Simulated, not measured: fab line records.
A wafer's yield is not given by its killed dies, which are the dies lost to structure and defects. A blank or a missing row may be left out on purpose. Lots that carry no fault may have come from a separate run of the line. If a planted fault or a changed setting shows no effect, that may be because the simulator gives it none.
fab line records / flow n5_finfet
record lots=4 wafers=12 last_day=17
route steps=1938 shown SD_EPI_P@296 BEOL_M4@1111
lots that met no fault: from a run of the same line without faults
start_h: hours from the record's first day to the start of the lot's first wafer shown / wait_h: time in hours since the lot's previous step / " same as the row above / L1.1+2: several wafers, shown together as one row / - no value present, or no start provided / * or withheld: withheld / < > ~ a bound
route shown NAME@n: names a module that has steps shown in the file, with the first one's number in the route / usual: mean/standard deviation of fault-free wafers / same: alike in all rows / chamber/n: place in a boat / sites: each site's reading / _std_site: their standard deviation / _edge_site: inner sites' mean taken away from outer sites' mean / radius_mm: for every site, how far away it sits from the centre of the wafer / mask NAME#n: copy n / behind: the last tool/chamber to shape the wafer / hold: the reason the lot was held/the length of the hold in hours/how it ended / device: transistor that didn't switch, given as n, p or np / end of line: the same wafers' tests at the end of the route / a step with no rows: only its recipe / killed: dies that structure and defects cost at the first sort, which is not the same as the wafer's yield / map: a wafer's dies, x killed, . not, _ none there
set.NAME: the setting that was run; set.NAME@STEP: the one run at that earlier step / model.NAME: the simulator's own value behind a step, which no gauge read
certain route steps with their lots: each step a table, each wafer a row
services: a tool's chamber out of use, with start hour (start_h, from the record's first day; less than 0 if before it), hours out, and reason
## steps
# step N5_SD_EPI_P_COAT_35
# recipe resist=SiARC temp_c=220 time_s=60 spin_rpm=1500 resist_thk_nm=35
# step N5_SD_EPI_P_COAT_03
# recipe resist=CAR-ArF-block spin_rpm=1500 resist_thk_nm=150
# step N5_SD_EPI_P_EBR_05
# recipe solvent=PGMEA ebr_width_mm=1.5
# step N5_SD_EPI_P_SOFTBAKE_04
# recipe temp_c=110 time_s=60 resist=CAR-ArF-block
# step N5_SD_EPI_P_EXPOSE_06
# recipe mask_id=SD_P_BLK na=1.35 source_shape=conventional sigma_outer=0.8 polarization=unpolarized target_cd_nm=240 dose_mj=39.5
# step N5_SD_EPI_P_PEB_07
# recipe peb_temp_c=110 peb_time_s=60 resist=CAR-ArF-block
# step N5_SD_EPI_P_DEVELOP_08
# recipe develop_time_s=30 developer=TMAH resist=CAR-ArF-block dev_temp_c=23 rinse_liquid=diw dry=air_spin
# step N5_SD_EPI_P_DESCUM_14
# recipe chemistry=O2 time_s=7.9 source_power_w=50 bias_power_w=20 pressure_mtorr=20 rf_frequency_hz=2.712e+07 temp_c=40 resist=CAR-ArF-block o2_flow_sccm=225
# step N5_SD_EPI_P_ETCH_36
# recipe chemistry=CF4 target=SiARC target_depth_a=455 mask_material=CAR-ArF-block time_s=75.8 ion_energy_ev=80 pressure_mtorr=40 source_w=545 bias_w=36 Ar_flow_sccm=100 cf4_flow_sccm=100 ends=cleared
# step N5_SD_EPI_P_ETCH_37
# recipe chemistry=N2/H2 target=SOC overetch_a=1080 mask_material=SiARC temp_c=40 ion_energy_ev=100 source_w=3000 bias_w=133 pressure_mtorr=20 time_s=486 n2_flow_sccm=200 h2_flow_sccm=200 ends=end_point
# usual drypump_motor_current_A=5.9/0.4 oes_product_au=0.66/0.047 rf_fwd_power_W=2997/9.1 rf_vpp_V=240.2/1.4 showerhead_plenum_p_Torr=2.50/0.088 throttle_valve_pct=23.9/0.41
lot.wafer=L811.1 tool=rie_diel-06 chamber=2 start_h=97.66 wait_h=0.0 drypump_motor_current_A=5.6 oes_product_au=0.72 rf_fwd_power_W=2996 rf_hours_counter_h=118 rf_vpp_V=238.2 showerhead_plenum_p_Torr=2.35 throttle_valve_pct=23.9 model.SD_EPI_P.cd_nm=241.4 model.SiARC_of_SD_EPI_P_COAT_35.thk_nm=19
lot.wafer=L811.3 tool=rie_diel-06 chamber=1 start_h=97.66 wait_h=0.0 drypump_motor_current_A=5.2 oes_product_au=0.65 rf_fwd_power_W=3006 rf_hours_counter_h=203 rf_vpp_V=240.2 showerhead_plenum_p_Torr=2.51 throttle_valve_pct=23.5 model.SD_EPI_P.cd_nm=238.8 model.SiARC_of_SD_EPI_P_COAT_35.thk_nm=19.6
lot.wafer=L811.4 tool=rie_diel-06 chamber=0 start_h=97.66 wait_h=0.0 drypump_motor_current_A=5.7 oes_product_au=0.70 rf_fwd_power_W=3713 rf_hours_counter_h=137 rf_vpp_V=224.0 showerhead_plenum_p_Torr=2.56 throttle_valve_pct=24.3 model.SD_EPI_P.cd_nm=244 model.SiARC_of_SD_EPI_P_COAT_35.thk_nm=17.4
lot.wafer=L814.2 tool=rie_diel-06 chamber=0 start_h=119.08 wait_h=0.0 drypump_motor_current_A=5.7 oes_product_au=0.68 rf_fwd_power_W=3717 rf_hours_counter_h=144 rf_vpp_V=223.6 showerhead_plenum_p_Torr=2.55 throttle_valve_pct=24.3 model.SD_EPI_P.cd_nm=241.8 model.SiARC_of_SD_EPI_P_COAT_35.thk_nm=17.4
lot.wafer=L814.5 tool=rie_diel-06 chamber=0 start_h=119.08 wait_h=0.0 drypump_motor_current_A=5.7 oes_product_au=0.69 rf_fwd_power_W=3710 rf_hours_counter_h=- rf_vpp_V=224.3 showerhead_plenum_p_Torr=2.55 throttle_valve_pct=24.3 model.SD_EPI_P.cd_nm=242.6 model.SiARC_of_SD_EPI_P_COAT_35.thk_nm=17.2
lot.wafer=L814.6 tool=rie_diel-06 chamber=1 start_h=119.08 wait_h=0.0 drypump_motor_current_A=5.2 oes_product_au=0.65 rf_fwd_power_W=3005 rf_hours_counter_h=- rf_vpp_V=241.3 showerhead_plenum_p_Torr=2.51 throttle_valve_pct=23.5 model.SD_EPI_P.cd_nm=238.6 model.SiARC_of_SD_EPI_P_COAT_35.thk_nm=19.8
lot.wafer=L821.1 tool=rie_diel-05 chamber=2 start_h=156.71 wait_h=0.0 drypump_motor_current_A=6.2 oes_product_au=0.62 rf_fwd_power_W=2983 rf_hours_counter_h=221 rf_vpp_V=238.1 showerhead_plenum_p_Torr=2.39 throttle_valve_pct=23.1 model.SD_EPI_P.cd_nm=240 model.SiARC_of_SD_EPI_P_COAT_35.thk_nm=19.4
lot.wafer=L821.4 tool=rie_diel-05 chamber=3 start_h=156.71 wait_h=0.0 drypump_motor_current_A=6.2 oes_product_au=0.63 rf_fwd_power_W=2984 rf_hours_counter_h=203 rf_vpp_V=241.3 showerhead_plenum_p_Torr=2.64 throttle_valve_pct=23.9 model.SD_EPI_P.cd_nm=239.4 model.SiARC_of_SD_EPI_P_COAT_35.thk_nm=19.6
lot.wafer=L821.6 tool=rie_diel-05 chamber=2 start_h=156.71 wait_h=0.0 drypump_motor_current_A=6.2 oes_product_au=0.62 rf_fwd_power_W=2992 rf_hours_counter_h=- rf_vpp_V=239.9 showerhead_plenum_p_Torr=2.39 throttle_valve_pct=23.1 model.SD_EPI_P.cd_nm=240.4 model.SiARC_of_SD_EPI_P_COAT_35.thk_nm=19.4
lot.wafer=L827.2 tool=rie_diel-06 chamber=2 start_h=192.48 wait_h=0.0 drypump_motor_current_A=5.7 oes_product_au=0.70 rf_fwd_power_W=3015 rf_hours_counter_h=145 rf_vpp_V=238.8 showerhead_plenum_p_Torr=2.34 throttle_valve_pct=24.0 model.SD_EPI_P.cd_nm=240.6 model.SiARC_of_SD_EPI_P_COAT_35.thk_nm=19
lot.wafer=L827.4 tool=rie_diel-06 chamber=2 start_h=192.48 wait_h=0.0 drypump_motor_current_A=5.7 oes_product_au=0.70 rf_fwd_power_W=2996 rf_hours_counter_h=- rf_vpp_V=237.0 showerhead_plenum_p_Torr=2.34 throttle_valve_pct=24.0 model.SD_EPI_P.cd_nm=242 model.SiARC_of_SD_EPI_P_COAT_35.thk_nm=19.2
lot.wafer=L827.6 tool=rie_diel-06 chamber=3 start_h=192.48 wait_h=0.0 drypump_motor_current_A=6.2 oes_product_au=0.67 rf_fwd_power_W=3005 rf_hours_counter_h=- rf_vpp_V=240.5 showerhead_plenum_p_Torr=2.53 throttle_valve_pct=24.4 model.SD_EPI_P.cd_nm=239 model.SiARC_of_SD_EPI_P_COAT_35.thk_nm=19.8
# step N5_SD_EPI_P_STRIP_38
# recipe chemistry=N2/H2 temp_c=40 n2_flow_sccm=200 h2_flow_sccm=200 rf_frequency_hz=6e+07
# step N5_SD_EPI_P_ETCHBACK_46
# recipe chemistry=CH3F/O2 mode=anisotropic_etchback target=SiNx target_depth_a=175 stop_on=SiO2 over_etch_frac=0.3 ion_energy_ev=120 pressure_mtorr=30 source_w=395 bias_w=73 Ar_flow_sccm=150 CH3F_flow_sccm=30 O2_flow_sccm=20
# step N5_SD_EPI_P_ETCH_47
# recipe chemistry=CH3F/O2 target=SiOCN target_depth_a=250 mask_material=SOC ion_energy_ev=60 bias_w=29 pressure_mtorr=30 source_w=410 Ar_flow_sccm=150 CH3F_flow_sccm=30 O2_flow_sccm=20
# step N5_SD_EPI_P_ETCH_16
# recipe chemistry=CHF3/O2 target=SiO2 target_depth_a=50 mask_material=SOC pressure_mtorr=30 source_w=650 bias_w=170 Ar_flow_sccm=200 CHF3_flow_sccm=50 O2_flow_sccm=5 ion_energy_ev=200
# usual CHF3_flow_sccm=49.99/0.16 drypump_motor_current_A=5.9/0.39 oes_product_au=0.74/0.055 rf_fwd_power_W=643/3 rf_vpp_V=524/7.7 showerhead_plenum_p_Torr=2.37/0.083 throttle_valve_pct=18.99/0.24
lot.wafer=L811.1 tool=rie_diel-06 chamber=2 start_h=98.18 wait_h=0.1 CHF3_flow_sccm=50.15 drypump_motor_current_A=5.6 oes_product_au=0.81 rf_fwd_power_W=641 rf_hours_counter_h=119 rf_vpp_V=517 showerhead_plenum_p_Torr=2.24 throttle_valve_pct=19.00 model.SiARC_of_SD_EPI_P_COAT_35.thk_nm=10.8
lot.wafer=L811.3 tool=rie_diel-06 chamber=1 start_h=98.18 wait_h=0.1 CHF3_flow_sccm=50.30 drypump_motor_current_A=5.2 oes_product_au=0.72 rf_fwd_power_W=648 rf_hours_counter_h=203 rf_vpp_V=520 showerhead_plenum_p_Torr=2.38 throttle_valve_pct=18.68 model.SiARC_of_SD_EPI_P_COAT_35.thk_nm=11.6
lot.wafer=L811.4 tool=rie_diel-06 chamber=0 start_h=98.18 wait_h=0.1 CHF3_flow_sccm=49.98 drypump_motor_current_A=5.7 oes_product_au=0.77 rf_fwd_power_W=644 rf_hours_counter_h=137 rf_vpp_V=517 showerhead_plenum_p_Torr=2.42 throttle_valve_pct=19.04 model.SiARC_of_SD_EPI_P_COAT_35.thk_nm=9.4
lot.wafer=L814.2 tool=rie_diel-06 chamber=0 start_h=119.61 wait_h=0.1 CHF3_flow_sccm=50.02 drypump_motor_current_A=5.7 oes_product_au=0.76 rf_fwd_power_W=646 rf_hours_counter_h=144 rf_vpp_V=516 showerhead_plenum_p_Torr=2.42 throttle_valve_pct=19.04 model.SiARC_of_SD_EPI_P_COAT_35.thk_nm=9.6
lot.wafer=L814.5 tool=rie_diel-06 chamber=0 start_h=119.61 wait_h=0.1 CHF3_flow_sccm=49.99 drypump_motor_current_A=5.6 oes_product_au=0.75 rf_fwd_power_W=645 rf_hours_counter_h=- rf_vpp_V=516 showerhead_plenum_p_Torr=2.42 throttle_valve_pct=19.06 model.SiARC_of_SD_EPI_P_COAT_35.thk_nm=9.4
lot.wafer=L814.6 tool=rie_diel-06 chamber=1 start_h=119.61 wait_h=0.1 CHF3_flow_sccm=49.72 drypump_motor_current_A=5.2 oes_product_au=0.71 rf_fwd_power_W=647 rf_hours_counter_h=- rf_vpp_V=520 showerhead_plenum_p_Torr=2.38 throttle_valve_pct=18.69 model.SiARC_of_SD_EPI_P_COAT_35.thk_nm=11.8
lot.wafer=L821.1 tool=rie_diel-05 chamber=2 start_h=157.23 wait_h=0.1 CHF3_flow_sccm=49.94 drypump_motor_current_A=6.2 oes_product_au=0.70 rf_fwd_power_W=643 rf_hours_counter_h=221 rf_vpp_V=535 showerhead_plenum_p_Torr=2.29 throttle_valve_pct=18.66 model.SiARC_of_SD_EPI_P_COAT_35.thk_nm=11.2
lot.wafer=L821.4 tool=rie_diel-05 chamber=3 start_h=157.23 wait_h=0.1 CHF3_flow_sccm=50.02 drypump_motor_current_A=6.2 oes_product_au=0.70 rf_fwd_power_W=637 rf_hours_counter_h=204 rf_vpp_V=539 showerhead_plenum_p_Torr=2.49 throttle_valve_pct=19.10 model.SiARC_of_SD_EPI_P_COAT_35.thk_nm=11.4
lot.wafer=L821.6 tool=rie_diel-05 chamber=2 start_h=157.23 wait_h=0.1 CHF3_flow_sccm=50.10 drypump_motor_current_A=6.2 oes_product_au=0.70 rf_fwd_power_W=645 rf_hours_counter_h=- rf_vpp_V=534 showerhead_plenum_p_Torr=2.29 throttle_valve_pct=18.66 model.SiARC_of_SD_EPI_P_COAT_35.thk_nm=11.2
lot.wafer=L827.2 tool=rie_diel-06 chamber=2 start_h=193.01 wait_h=0.1 CHF3_flow_sccm=50.24 drypump_motor_current_A=5.6 oes_product_au=0.79 rf_fwd_power_W=640 rf_hours_counter_h=145 rf_vpp_V=516 showerhead_plenum_p_Torr=2.23 throttle_valve_pct=19.05 model.SiARC_of_SD_EPI_P_COAT_35.thk_nm=10.8
lot.wafer=L827.4 tool=rie_diel-06 chamber=2 start_h=193.01 wait_h=0.1 CHF3_flow_sccm=50.07 drypump_motor_current_A=5.6 oes_product_au=0.79 rf_fwd_power_W=640 rf_hours_counter_h=- rf_vpp_V=516 showerhead_plenum_p_Torr=2.23 throttle_valve_pct=19.06 model.SiARC_of_SD_EPI_P_COAT_35.thk_nm=11
lot.wafer=L827.6 tool=rie_diel-06 chamber=3 start_h=193.01 wait_h=0.1 CHF3_flow_sccm=50.02 drypump_motor_current_A=6.2 oes_product_au=0.74 rf_fwd_power_W=645 rf_hours_counter_h=- rf_vpp_V=523 showerhead_plenum_p_Torr=2.40 throttle_valve_pct=19.31 model.SiARC_of_SD_EPI_P_COAT_35.thk_nm=11.6
# step N5_SD_EPI_P_STRIP_50
# recipe chemistry=CHF3/O2 resist=SiARC rf_frequency_hz=6e+07
# step N5_SD_EPI_P_SD_RECESS_17
# recipe chemistry=HBr/Cl2/O2 target_depth_a=391 bt_time_s=3 pressure_mtorr=10 icp_w=800 bias_w=112 HBr_flow_sccm=150 Cl2_flow_sccm=80 O2_flow_sccm=12
# usual drypump_motor_current_A=5.6/0.38 mfc_cl2_sccm=80.02/0.24 oes_product_au=1.003/0.016 rf_fwd_power_W=795.4/2.8 throttle_valve_pct=36.9/0.34
lot.wafer=L811.1 tool=rie_si-03 chamber=0 start_h=98.25 wait_h=0.0 drypump_motor_current_A=6.0 mfc_cl2_sccm=79.93 oes_product_au=0.966 rf_fwd_power_W=793.7 rf_hours_counter_h=152 throttle_valve_pct=36.7 model.SD_EPI_P.cd_nm=241.6
lot.wafer=L811.3 tool=rie_si-03 chamber=1 start_h=98.25 wait_h=0.0 drypump_motor_current_A=5.8 mfc_cl2_sccm=79.93 oes_product_au=1.003 rf_fwd_power_W=797.1 rf_hours_counter_h=142 throttle_valve_pct=36.9 model.SD_EPI_P.cd_nm=238.8
lot.wafer=L811.4 tool=rie_si-03 chamber=3 start_h=98.25 wait_h=0.0 drypump_motor_current_A=6.1 mfc_cl2_sccm=80.08 oes_product_au=1.014 rf_fwd_power_W=794.7 rf_hours_counter_h=61 throttle_valve_pct=36.9 model.SD_EPI_P.cd_nm=243.8
lot.wafer=L814.2 tool=rie_si-03 chamber=3 start_h=119.68 wait_h=0.0 drypump_motor_current_A=6.0 mfc_cl2_sccm=80.10 oes_product_au=1.019 rf_fwd_power_W=792.7 rf_hours_counter_h=61 throttle_valve_pct=37.0 model.SD_EPI_P.cd_nm=241.8
lot.wafer=L814.5 tool=rie_si-03 chamber=2 start_h=119.68 wait_h=0.0 drypump_motor_current_A=6.0 mfc_cl2_sccm=80.12 oes_product_au=1.014 rf_fwd_power_W=791.8 rf_hours_counter_h=- throttle_valve_pct=37.0 model.SD_EPI_P.cd_nm=242.6
lot.wafer=L814.6 tool=rie_si-03 chamber=1 start_h=119.68 wait_h=0.0 drypump_motor_current_A=5.8 mfc_cl2_sccm=80.23 oes_product_au=1.013 rf_fwd_power_W=797.5 rf_hours_counter_h=- throttle_valve_pct=37.0 model.SD_EPI_P.cd_nm=238.8
lot.wafer=L821.1 tool=rie_si-05 chamber=2 start_h=157.31 wait_h=0.0 drypump_motor_current_A=5.3 mfc_cl2_sccm=80.61 oes_product_au=0.980 rf_fwd_power_W=794.1 rf_hours_counter_h=53 throttle_valve_pct=36.5 model.SD_EPI_P.cd_nm=239.8
lot.wafer=L821.4 tool=rie_si-05 chamber=1 start_h=157.31 wait_h=0.0 drypump_motor_current_A=5.1 mfc_cl2_sccm=79.49 oes_product_au=1.006 rf_fwd_power_W=793.1 rf_hours_counter_h=28 throttle_valve_pct=37.6 model.SD_EPI_P.cd_nm=239.4
lot.wafer=L821.6 tool=rie_si-05 chamber=3 start_h=157.31 wait_h=0.0 drypump_motor_current_A=5.5 mfc_cl2_sccm=80.10 oes_product_au=0.992 rf_fwd_power_W=796.3 rf_hours_counter_h=- throttle_valve_pct=37.3 model.SD_EPI_P.cd_nm=240.4
lot.wafer=L827.2 tool=rie_si-01 chamber=3 start_h=193.08 wait_h=0.0 drypump_motor_current_A=4.9 mfc_cl2_sccm=80.01 oes_product_au=1.012 rf_fwd_power_W=796.4 rf_hours_counter_h=60 throttle_valve_pct=37.3 model.SD_EPI_P.cd_nm=240.6
lot.wafer=L827.4 tool=rie_si-01 chamber=0 start_h=193.08 wait_h=0.0 drypump_motor_current_A=5.7 mfc_cl2_sccm=80.03 oes_product_au=1.003 rf_fwd_power_W=795.3 rf_hours_counter_h=136 throttle_valve_pct=37.2 model.SD_EPI_P.cd_nm=242
lot.wafer=L827.6 tool=rie_si-01 chamber=2 start_h=193.08 wait_h=0.0 drypump_motor_current_A=5.3 mfc_cl2_sccm=80.28 oes_product_au=0.989 rf_fwd_power_W=798.8 rf_hours_counter_h=- throttle_valve_pct=36.3 model.SD_EPI_P.cd_nm=239
# step N5_SD_EPI_P_WET_ETCH_45
# recipe chemistry=dHF dilution=withheld time_s=10.7 target=SiO2 target_depth_a=20 temp_c=25 dry=ipa_marangoni rinse_time_s=30 rinse_temp_c=23
# step N5_BEOL_M4_RC_MEAS_101
# usual DIBL_N=36.0/1.7 DIBL_P=35.8/2 IOFF_N=0.15/0.03 IOFF_P=0.20/0.037 ION_N=670/12 ION_P=460/7.2 SS_N=71.5/0.68 SS_P=73.2/0.65 VT_N=250/3.1 VT_P=-251/3.4
lot.wafer=L811.1 tool=prober-01 chamber=0 start_h=208.96 wait_h=0.0 DIBL_N[mV/V]=38.7 DIBL_P[mV/V]=39.7 IOFF_N[nA/um]=0.21 IOFF_P[nA/um]=0.25 ION_N[uA/um]=689 ION_P[uA/um]=466 SS_N[mV/dec]=72.3 SS_P[mV/dec]=74.0 VT_N[mV]=251 VT_P[mV]=-249
lot.wafer=L811.3 tool=prober-01 chamber=0 start_h=208.96 wait_h=0.0 DIBL_N[mV/V]=36.3 DIBL_P[mV/V]=37.1 IOFF_N[nA/um]=0.17 IOFF_P[nA/um]=0.20 ION_N[uA/um]=684 ION_P[uA/um]=463 SS_N[mV/dec]=71.6 SS_P[mV/dec]=72.8 VT_N[mV]=249 VT_P[mV]=-251
lot.wafer=L811.4 tool=prober-01 chamber=0 start_h=208.96 wait_h=0.0 DIBL_N[mV/V]=37.2 DIBL_P[mV/V]=37.7 IOFF_N[nA/um]=0.17 IOFF_P[nA/um]=0.21 ION_N[uA/um]=676 ION_P[uA/um]=463 SS_N[mV/dec]=71.8 SS_P[mV/dec]=73.4 VT_N[mV]=252 VT_P[mV]=-250
lot.wafer=L814.2 tool=prober-01 chamber=0 start_h=237.66 wait_h=0.2 DIBL_N[mV/V]=34.9 DIBL_P[mV/V]=33.6 IOFF_N[nA/um]=0.13 IOFF_P[nA/um]=0.19 ION_N[uA/um]=654 ION_P[uA/um]=455 SS_N[mV/dec]=71.2 SS_P[mV/dec]=72.4 VT_N[mV]=252 VT_P[mV]=-248
lot.wafer=L814.5 tool=prober-01 chamber=0 start_h=237.66 wait_h=0.2 DIBL_N[mV/V]=34.3 DIBL_P[mV/V]=33.0 IOFF_N[nA/um]=0.12 IOFF_P[nA/um]=0.18 ION_N[uA/um]=659 ION_P[uA/um]=460 SS_N[mV/dec]=70.6 SS_P[mV/dec]=73.1 VT_N[mV]=252 VT_P[mV]=-251
lot.wafer=L814.6 tool=prober-01 chamber=0 start_h=237.66 wait_h=0.2 DIBL_N[mV/V]=36.8 DIBL_P[mV/V]=36.2 IOFF_N[nA/um]=0.15 IOFF_P[nA/um]=0.21 ION_N[uA/um]=660 ION_P[uA/um]=450 SS_N[mV/dec]=71.4 SS_P[mV/dec]=73.0 VT_N[mV]=250 VT_P[mV]=-250
lot.wafer=L821.1 tool=prober-02 chamber=0 start_h=281.94 wait_h=0.0 DIBL_N[mV/V]=33.0 DIBL_P[mV/V]=31.7 IOFF_N[nA/um]=0.11 IOFF_P[nA/um]=0.16 ION_N[uA/um]=661 ION_P[uA/um]=464 SS_N[mV/dec]=70.7 SS_P[mV/dec]=71.9 VT_N[mV]=253 VT_P[mV]=-251
lot.wafer=L821.4 tool=prober-02 chamber=0 start_h=281.94 wait_h=0.0 DIBL_N[mV/V]=34.2 DIBL_P[mV/V]=32.2 IOFF_N[nA/um]=0.12 IOFF_P[nA/um]=0.16 ION_N[uA/um]=659 ION_P[uA/um]=452 SS_N[mV/dec]=70.9 SS_P[mV/dec]=72.3 VT_N[mV]=256 VT_P[mV]=-252
lot.wafer=L821.6 tool=prober-02 chamber=0 start_h=281.94 wait_h=0.0 DIBL_N[mV/V]=34.5 DIBL_P[mV/V]=33.0 IOFF_N[nA/um]=0.12 IOFF_P[nA/um]=0.18 ION_N[uA/um]=661 ION_P[uA/um]=463 SS_N[mV/dec]=71.3 SS_P[mV/dec]=72.0 VT_N[mV]=254 VT_P[mV]=-250
lot.wafer=L827.2 tool=prober-02 chamber=0 start_h=317.27 wait_h=0.2 DIBL_N[mV/V]=36.1 DIBL_P[mV/V]=36.7 IOFF_N[nA/um]=0.16 IOFF_P[nA/um]=0.20 ION_N[uA/um]=684 ION_P[uA/um]=453 SS_N[mV/dec]=71.5 SS_P[mV/dec]=73.2 VT_N[mV]=248 VT_P[mV]=-252
lot.wafer=L827.4 tool=prober-02 chamber=0 start_h=317.27 wait_h=0.2 DIBL_N[mV/V]=36.6 DIBL_P[mV/V]=37.8 IOFF_N[nA/um]=0.17 IOFF_P[nA/um]=0.21 ION_N[uA/um]=673 ION_P[uA/um]=458 SS_N[mV/dec]=72.2 SS_P[mV/dec]=73.5 VT_N[mV]=249 VT_P[mV]=-253
lot.wafer=L827.6 tool=prober-02 chamber=0 start_h=317.27 wait_h=0.2 DIBL_N[mV/V]=36.3 DIBL_P[mV/V]=37.6 IOFF_N[nA/um]=0.16 IOFF_P[nA/um]=0.21 ION_N[uA/um]=674 ION_P[uA/um]=459 SS_N[mV/dec]=70.7 SS_P[mV/dec]=73.5 VT_N[mV]=248 VT_P[mV]=-250
## services
tool=rie_si-01 chamber=1 start_h=74.25 hours=6.1 kind=repair
tool=rie_diel-06 chamber=- start_h=75.90 hours=0.5 kind=repair
tool=rie_si-05 chamber=- start_h=84.15 hours=14.6 kind=pm
tool=rie_diel-06 chamber=0 start_h=101.16 hours=4.5 kind=repair
tool=rie_si-05 chamber=- start_h=110.17 hours=2.8 kind=pm
tool=rie_si-03 chamber=- start_h=116.19 hours=2.8 kind=pm
tool=rie_si-01 chamber=- start_h=135.58 hours=0.1 kind=repair
tool=rie_diel-06 chamber=0 start_h=190.33 hours=6.5 kind=repair
tool=rie_diel-05 chamber=0 start_h=192.88 hours=- kind=clean
tool=rie_diel-05 chamber=0 start_h=192.88 hours=- kind=consumable_replace:focus_ring
tool=rie_diel-05 chamber=0 start_h=192.88 hours=- kind=consumable_replace:showerhead
tool=rie_diel-05 chamber=0 start_h=192.88 hours=15.2 kind=scheduled_down
tool=rie_diel-05 chamber=0 start_h=192.88 hours=15.2 kind=vent_cycle
## key
first_sign step=N5_SD_EPI_P_ETCH_37 reading=rf_fwd_power_W direction=up sigmas=79 usual=* struck=*
effect step=N5_SD_EPI_P_ETCH_37 reading=rf_vpp_V direction=down sigmas=12 usual=240.2 struck=224.0
model_effect step=N5_SD_EPI_P_ETCH_37 value=SD_EPI_P.cd_nm without=239.1 struck=242.8
model_effect step=N5_SD_EPI_P_ETCH_16 value=SiARC_of_SD_EPI_P_COAT_35.thk_nm without=12.2 struck=9.467
model_effect step=N5_SD_EPI_P_SD_RECESS_17 value=SD_EPI_P.cd_nm without=239.1 struck=242.7
met_at N5_SD_EPI_P_ETCH_37
struck_wafers L811.4,L814.2,L814.5
fault kind=process_parameter_drift tool=rie_diel-06 chamber=0 onset_h=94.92 steps=N5_SD_EPI_P_ETCH_37 channel=source_w offset=720 shape=step end_h=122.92 acts_in=these_recipes_only stated=3000
